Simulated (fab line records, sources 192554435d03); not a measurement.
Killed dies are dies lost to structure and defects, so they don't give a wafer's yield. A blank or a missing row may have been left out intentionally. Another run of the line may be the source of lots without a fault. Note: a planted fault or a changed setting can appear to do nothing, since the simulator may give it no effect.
Which tool did it? + flow n5-finfet + 12 lots (36 wafers sampled), 1 step of a 1938-step route

== WHAT EACH GAUGE READ, for each wafer ==
N5_PMOS_HMC_CHANNEL_EPI_INSPECT_11: inspects for defects (macro).
| lot  | measured    | on                | raw-defect-count |
|------|-------------|-------------------|------------------|
| L075 | day 1 23:31 | defect-inspect-02 | 1 2 4            |
| L077 | day 2 11:08 | defect-inspect-01 | 2 0 1            |
| L079 | day 2 23:09 | defect-inspect-02 | 2 4 3            |
| L081 | day 3 11:02 | defect-inspect-02 | 4 3 1            |
| L083 | day 4 00:15 | defect-inspect-02 | 4 0 2            |
| L085 | day 4 11:19 | defect-inspect-02 | 5 2 3            |
| L087 | day 4 23:44 | defect-inspect-02 | 3 0 1            |
| L089 | day 5 11:34 | defect-inspect-01 | 3 3 3            |
| L091 | day 5 23:19 | defect-inspect-02 | 0 1 2            |
| L093 | day 6 12:20 | defect-inspect-01 | 2 1 4            |
| L095 | day 6 23:42 | defect-inspect-02 | 3 2 4            |
| L097 | day 7 12:45 | defect-inspect-01 | 4 1 3            |

== EACH LOT AND THE TOOL THAT RAN IT (in order: tool; ch and the chambers of the sampled wafers; start) ==
There is no process step in the record ahead of these readings.

== THE ANSWER, worked out from the rows above alone ==
Rule: usual is defined by the lots themselves. Put in order of their means at a reading, lots are off if they are a third of the lots or fewer, leave a main group of 4 or more, and stand apart from it by a gap of 3 or more times the standard deviation of the main group's means; of several such gaps the widest counts. Not used: any main group whose means are identical at the precision the tables above print for the reading. Also off: a lot with no number at a reading for which 4 or more lots have one. All remaining lots with rows at the step are treated as sound.
No lot is off at any reading shown: from this, nothing can be told.

== WHAT HAD BEEN PUT IN BY THE SIMULATOR ==
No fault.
